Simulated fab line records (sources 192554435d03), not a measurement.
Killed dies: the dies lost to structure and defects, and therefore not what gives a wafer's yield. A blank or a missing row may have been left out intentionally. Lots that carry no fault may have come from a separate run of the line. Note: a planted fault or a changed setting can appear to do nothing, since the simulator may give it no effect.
A lot that was struck, set against a sound lot ; flow n5Finfet ; 27 steps out of a route of 1938
Sound: the wafers L799.4, L799.5, L799.6. Struck: wafer L810.3 (left out: L810.4, L810.5 of the same lot, which were not struck); the cause appears at the end.
Each step with rows lists, per side, the tool, then ch with its chambers, then its first start. Under that, the readings that differ: sound wafers ; struck wafers ; difference of the means ; sigmas: that difference in standard deviations of wafers without a fault.
alike: readings whose means differ by less than 2 such deviations, and words and numbers that are the same on both sides. not compared: withheld readings, readings that some wafer has no value for, bounds like >300 that may hide the same value, and numbers for which the record gives no deviation and whose values overlap.
A row with sigmas, a row that says differs or no value, or rows on one side alone: a step with any of these is where the two part. When numbers do not overlap yet have no deviation, they are printed without sigmas and do not part them. A reading that every wafer of one side lacks parts them only if that side has two wafers or more.

first, 2 steps without rows for these wafers: N5_PASSIVATION_DEVELOP_29 (develop time 60 s); N5_PASSIVATION_HARDBAKE_31 (time 120 s).
N5_PASSIVATION_CD_MEAS_30: target cd 4000 nm.
  sound on cdSem-01 ch 0, day 13 03:55; struck on cdSem-02 ch 0, day 15 11:11
  alike: cdNm
N5_PASSIVATION_OVL_MEAS_63:
  sound on overlay-01 ch 0, day 13 03:56; struck on overlay-02 ch 0, day 15 11:13
  alike: PAD_OVL
N5_PASSIVATION_INSPECT_64: inspects for defects (macro).
  struck on defectInspect-01, day 15 11:14; sound on defectInspect-01, day 13 03:58
reading;sound;struck;difference;sigmas
rawDefectCount;2 5 5;1;-3;-2
N5_PASSIVATION_DESCUM_32: chemistry O2, time 7.9 s.
  sound on rieDiel-05 ch 1,2,3, day 13 03:59; struck on rieDiel-04 ch 1, day 15 11:16
reading;sound;struck;difference;sigmas
showerheadPlenumPTorr (Torr);2.23 2.20 2.01;1.97;-0.18;-2
  alike: drypumpMotorCurrentA, oesProductAu, rfVppV, throttleValvePct
  not compared: rfHoursCounterH
N5_PASSIVATION_AL_ETCH_33: etches Al in Cl2/BCl3, stops on TaN, target depth 2800 nm, time 466.7 s.
  sound on rieMetal-03 ch 0,1, day 13 04:13; struck on rieMetal-03 ch 1, day 15 11:38
  alike: drypumpMotorCurrentA, oesProductAu, throttleValvePct
  not compared: rfHoursCounterH
N5_PASSIVATION_ETCH_59: etches TaN in Cl2/BCl3, target depth 65 nm, time 34.9 s.
  sound on rieMetal-03 ch 0,1, day 13 04:31; struck on rieMetal-03 ch 1, day 15 12:14
  alike: drypumpMotorCurrentA, oesProductAu, throttleValvePct
  not compared: rfHoursCounterH
N5_PASSIVATION_STRIP_34: strips in O2.
  sound on rieDiel-04 ch 1,2,3, day 13 04:37; struck on rieDiel-05 ch 1, day 15 12:22
reading;sound;struck;difference;sigmas
rfHoursCounterH (h);- - -;101;no value on the sound wafers;
  alike: drypumpMotorCurrentA, oesProductAu, rfVppV, showerheadPlenumPTorr, throttleValvePct
then, 3 steps without rows for these wafers: N5_PASSIVATION_STRIP_51 (strips in post etch residue remover, time 1200 s); N5_PASSIVATION_CLEAN_69 (cleans in IPA, time 180 s); N5_PASSIVATION_SRD_70 (time 30 s).
N5_PASSIVATION_PECVD_53: deposits SiO2 from TEOS/O2, target thk 800 nm, time 169.4 s.
  sound on pecvd-04 ch 0,1,2, day 13 07:37; struck on pecvd-04 ch 0,1,2, day 15 12:52
then, 9 steps without rows for these wafers: N5_PASSIVATION_PECVD_35 (deposits SiNx from SiH4/NH3/N2, target thk 700 nm, time 151.3 s); N5_PASSIVATION_HMDS_37 (time 60 s); N5_PASSIVATION_COAT_38; N5_PASSIVATION_EBR_40; N5_PASSIVATION_SOFTBAKE_39 (time 120 s); N5_PASSIVATION_EXPOSE_41 (exposes mask PASS OPEN, defocus 0 nm, target cd 40000 nm); N5_PASSIVATION_PEB_42; N5_PASSIVATION_DEVELOP_43 (develop time 60 s); N5_PASSIVATION_HARDBAKE_45 (time 120 s).
N5_PASSIVATION_CD_MEAS_44: target cd 40000 nm.
  sound on cdSem-03 ch 0, day 13 08:13; struck on cdSem-01 ch 0, day 15 13:34
  alike: cdNm
N5_PASSIVATION_OVL_MEAS_66:
  sound on overlay-02 ch 0, day 13 08:15; struck on overlay-01 ch 0, day 15 13:35
  alike: PASS_OPEN_OVL
N5_PASSIVATION_INSPECT_67: inspects for defects (macro).
  struck on defectInspect-02, day 15 13:37; sound on defectInspect-01, day 13 08:17
reading;sound;struck;difference;sigmas
rawDefectCount;4 0 2;>300;differs;
N5_PASSIVATION_DESCUM_46: chemistry O2, time 7.9 s.
  sound on rieDiel-05 ch 0,1,3, day 13 08:19; struck on rieDiel-05 ch 2, day 15 13:38
  alike: drypumpMotorCurrentA, oesProductAu, rfVppV, showerheadPlenumPTorr, throttleValvePct
  not compared: rfHoursCounterH
N5_PASSIVATION_PROBE_49:
  struck on prober-02, day 15 16:48; sound on prober-02, day 13 12:26
reading;sound;struck;difference;sigmas
defectLimitedYield (%);92.1 89.8 91.7;83.4;-7.8;-5
killedAtOther;1 1 3;118;+116;+34
killedDies;93 120 98;196;+92;+5
sort_bin_5_function (%);4.7 6.4 4.7;11.4;+6.1;+7
sortNPass;1087 1060 1082;984;-92;-5
sortYieldPct (%);92.1 89.8 91.7;83.4;-7.8;-5
  alike: killed_at_M0_to_M3, killed_at_M4_up, killedAtContacts, killedAtFrontEnd, killedOpen, killedShort, sort_bin_6_memory, sort_bin_8_speed

== WHERE THEY PART ==
Earliest at N5_PASSIVATION_INSPECT_64; latest, in this record, at N5_PASSIVATION_PROBE_49.

WHY: the cause the simulator had injected
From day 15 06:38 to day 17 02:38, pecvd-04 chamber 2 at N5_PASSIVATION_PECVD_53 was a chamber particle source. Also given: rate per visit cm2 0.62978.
